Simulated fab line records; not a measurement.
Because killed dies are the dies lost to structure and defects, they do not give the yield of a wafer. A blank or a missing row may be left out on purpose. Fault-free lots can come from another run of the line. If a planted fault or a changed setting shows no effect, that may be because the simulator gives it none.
Which tool was responsible?	flow nand-harc	12 lots with 32 wafers sampled at 5 steps, on a route of 1159 steps

## WHAT EACH GAUGE READ, for each wafer
NHARC_END_SORT_01.
lot	measured	on	killed-at-array	killed-at-other	killed-at-periphery	killed-dies	killed-open	killed-short
L395	day 21 14:31	prober-01	13 10 12	0 2 0	4 7 5	17 19 17	3 2 4	1 3 2

## EACH LOT AND THE TOOL THAT RAN IT (in order: tool; ch and the chambers of the sampled wafers; start)
lot	NHARC_A_CONTACT_STRIP_55	NHARC_A_CONTACT_DEP_58	NHARC_A_CONTACT_ETCH_75	NHARC_A_CONTACT_ETCH_124
L385	rie-diel-02 ch 0,1,2, day 17 01:31 or earlier	pecvd-02 ch 1,2, day 17 01:31	rie-diel-02 ch 0,1,3, day 17 02:23	har-cap-etch-02 ch 0,1, day 17 03:26
L388	rie-diel-02 ch 0,2,3, day 17 02:16 or earlier	pecvd-01 ch 0,1,2, day 17 02:16	rie-diel-02 ch 1,2,3, day 17 03:19	har-cap-etch-01 ch 0,1, day 17 04:21
L386	rie-diel-01 ch 1,2, day 17 06:06 or earlier	pecvd-02 ch 0,1,2, day 17 06:06	rie-diel-01 ch 2,3, day 17 07:06	har-cap-etch-02 ch 0,1, day 17 08:15
L387	rie-diel-02 ch 1,3, day 17 13:07 or earlier	pecvd-01 ch 0,2, day 17 13:07	rie-diel-12 ch 0,1,3, day 17 14:08	har-cap-etch-01 ch 0,1, day 17 15:12
L389	rie-diel-12 ch 1,2,3, day 17 15:46 or earlier	pecvd-02 ch 0,1,2, day 17 15:46	rie-diel-01 ch 0,1,2, day 17 16:44	har-cap-etch-02 ch 0,1, day 17 17:47
L392	rie-diel-12 ch 3, day 18 07:56 or earlier	pecvd-02 ch 0, day 18 07:56	rie-diel-02 ch 1, day 18 08:53	har-cap-etch-01 ch 0, day 18 09:56
L391	rie-diel-02 ch 1,3, day 18 13:02 or earlier	pecvd-01 ch 1,2, day 18 13:02	rie-diel-12 ch 0,3, day 18 14:07	har-cap-etch-01 ch 0,1, day 18 15:15
L395	rie-diel-01 ch 0,1,3, day 18 23:34 or earlier	pecvd-02 ch 0,1,2, day 18 23:34	rie-diel-01 ch 0,1,3, day 19 00:33	har-cap-etch-01 ch 0,1, day 19 01:40
L394	rie-diel-12 ch 3, day 19 00:22 or earlier	pecvd-02 ch 1, day 19 00:22	rie-diel-02 ch 1, day 19 01:17	har-cap-etch-03 ch 0, day 19 02:45
L397	rie-diel-02 ch 0,1, day 19 14:01 or earlier	pecvd-01 ch 0,1, day 19 14:01	rie-diel-01 ch 0,2,3, day 19 15:07	har-cap-etch-02 ch 0,1, day 19 16:22
L396	rie-diel-12 ch 0,1,3, day 19 14:32 or earlier	pecvd-04 ch 0,1,2, day 19 14:32	rie-diel-01 ch 0,2,3, day 19 15:33	har-cap-etch-03 ch 0, day 19 16:45
L402	rie-diel-12 ch 0,1,3, day 21 11:40 or earlier	pecvd-01 ch 0,1, day 21 11:40	rie-diel-12 ch 0,2,3, day 21 12:33	har-cap-etch-02 ch 0,1, day 21 13:46
- NHARC_A_CONTACT_STRIP_55: strips in O2.
- NHARC_A_CONTACT_DEP_58: deposits SiON, target thk 60 nm.
- NHARC_A_CONTACT_ETCH_75: etches the open film in CF4, target depth 39 nm, time 65 s.
- NHARC_A_CONTACT_ETCH_124: etches the open film in C4F8/O2/Ar, time 140 s, target depth 700 nm.

## WHAT THE TOOLS THEMSELVES READ (means of the sampled wafers that have a number; where no wafer has one, the mark that the record gives instead)
NHARC_A_CONTACT_STRIP_55.
lot	tool	drypump-motor-current-A (A)	oes-product-au (a.u.)	rf-vpp-V (V)	showerhead-plenum-p-Torr (Torr)	throttle-valve-pct (%)
L385	rie-diel-02	6.11	1.008	57.7	3.54	17.040
L388	rie-diel-02	6.00	1.000	57.6	3.44	17.044
L386	rie-diel-01	5.96	0.994	57.6	3.54	17.035
L387	rie-diel-02	6.16	0.992	58.0	3.61	17.038
L389	rie-diel-12	5.86	0.991	57.5	3.48	17.044
L392	rie-diel-12	6.19	1.004	58.4	3.66	17.035
L391	rie-diel-02	6.08	0.995	57.7	3.50	17.030
L395	rie-diel-01	5.78	0.999	58.2	3.56	17.025
L394	rie-diel-12	6.21	1.012	59.5	3.65	17.041
L397	rie-diel-02	6.10	0.993	57.4	3.55	17.037
L396	rie-diel-12	6.04	1.001	56.6	3.49	17.037
L402	rie-diel-12	6.05	1.002	58.2	3.48	17.036

NHARC_A_CONTACT_DEP_58.
lot	tool	heater-power-w (W)	susceptor-temp-C (C)
L385	pecvd-02	734	400.04
L388	pecvd-01	648	400.04
L386	pecvd-02	705	400.12
L387	pecvd-01	630	400.01
L389	pecvd-02	698	400.05
L392	pecvd-02	669	399.64
L391	pecvd-01	630	400.06
L395	pecvd-02	707	399.68
L394	pecvd-02	655	400.07
L397	pecvd-01	693	400.03
L396	pecvd-04	794	399.87
L402	pecvd-01	726	400.23

NHARC_A_CONTACT_ETCH_75.
lot	tool	drypump-motor-current-A (A)	oes-product-au (a.u.)	rf-vpp-V (V)	run-length-s (s)	showerhead-plenum-p-Torr (Torr)	throttle-valve-pct (%)
L385	rie-diel-02	6.06	1.005	150.9	86.3	1.77	13.280
L388	rie-diel-02	6.07	0.999	151.0	86.2	1.76	13.283
L386	rie-diel-01	5.66	1.000	150.6	86.2	1.73	13.282
L387	rie-diel-12	6.02	0.995	151.0	86.0	1.75	13.280
L389	rie-diel-01	5.84	1.000	150.1	86.3	1.71	13.279
L392	rie-diel-02	6.23	0.999	151.4	72.1	1.86	13.289
L391	rie-diel-12	6.19	0.996	151.2	86.3	1.81	13.278
L395	rie-diel-01	5.78	1.003	151.8	85.8	1.78	13.289
L394	rie-diel-02	6.23	1.006	152.4	71.8	1.86	13.297
L397	rie-diel-01	5.66	0.999	151.0	86.3	1.72	13.284
L396	rie-diel-01	5.66	0.999	150.9	86.2	1.72	13.280
L402	rie-diel-12	5.96	0.993	151.5	86.5	1.78	13.281

NHARC_A_CONTACT_ETCH_124.
lot	tool	run-length-s (s)
L385	har-cap-etch-02	141.5
L388	har-cap-etch-01	141.7
L386	har-cap-etch-02	141.5
L387	har-cap-etch-01	141.6
L389	har-cap-etch-02	141.7
L392	har-cap-etch-01	141.5
L391	har-cap-etch-01	141.4
L395	har-cap-etch-01	141.6
L394	har-cap-etch-03	141.7
L397	har-cap-etch-02	141.4
L396	har-cap-etch-03	141.3
L402	har-cap-etch-02	141.4

## THE ANSWER, worked out from the rows above alone
Rule: the lots themselves supply what counts as usual. The widest of any qualifying gaps counts: lots, ordered by their means at a reading, are off when they make up no more than a third of the lots, leave a main group of 4 or more, and stand apart from it by 3 or more times the standard deviation of that group's means. If all means in a main group match to the digits the tables above print for the reading, that group is not used. A lot without any number at a reading at which 4 lots or more have one is off too. Where the step has rows for the other lots, those lots are counted as sound. After the gauges, taken in route order, come the tools' own readings; for these a lot's mean is taken, as printed above. The first step at which some lot is off is used, and at that step the reading that is off furthest; a lot without a number counts as furthest.
Off: L392, L394, at NHARC_A_CONTACT_ETCH_75 (run-length-s). The main group has a mean of 86.2 s with a standard deviation of 0.18.
A tool fits if, at that step or a process step before it, it ran every lot that is off, and no sound lot after the first of them. NHARC_A_CONTACT_STRIP_55: start missing for some lots; hours and lot order therefore follow NHARC_A_CONTACT_DEP_58. One candidate fits, namely rie-diel-02 at NHARC_A_CONTACT_ETCH_75. A fault onset in the window from L388 (day 17 03:19, its last sound lot) to L392 (day 18 08:53, its first lot off) fits.
The tool's own readings at NHARC_A_CONTACT_ETCH_75 bear it out: on the lots that are off they differ by more than 5 times the standard deviation of the sound lots' means. run-length-s reads 71.9 s there against 86.2 s on the sound lots.

## WHAT THE SIMULATOR PUT IN
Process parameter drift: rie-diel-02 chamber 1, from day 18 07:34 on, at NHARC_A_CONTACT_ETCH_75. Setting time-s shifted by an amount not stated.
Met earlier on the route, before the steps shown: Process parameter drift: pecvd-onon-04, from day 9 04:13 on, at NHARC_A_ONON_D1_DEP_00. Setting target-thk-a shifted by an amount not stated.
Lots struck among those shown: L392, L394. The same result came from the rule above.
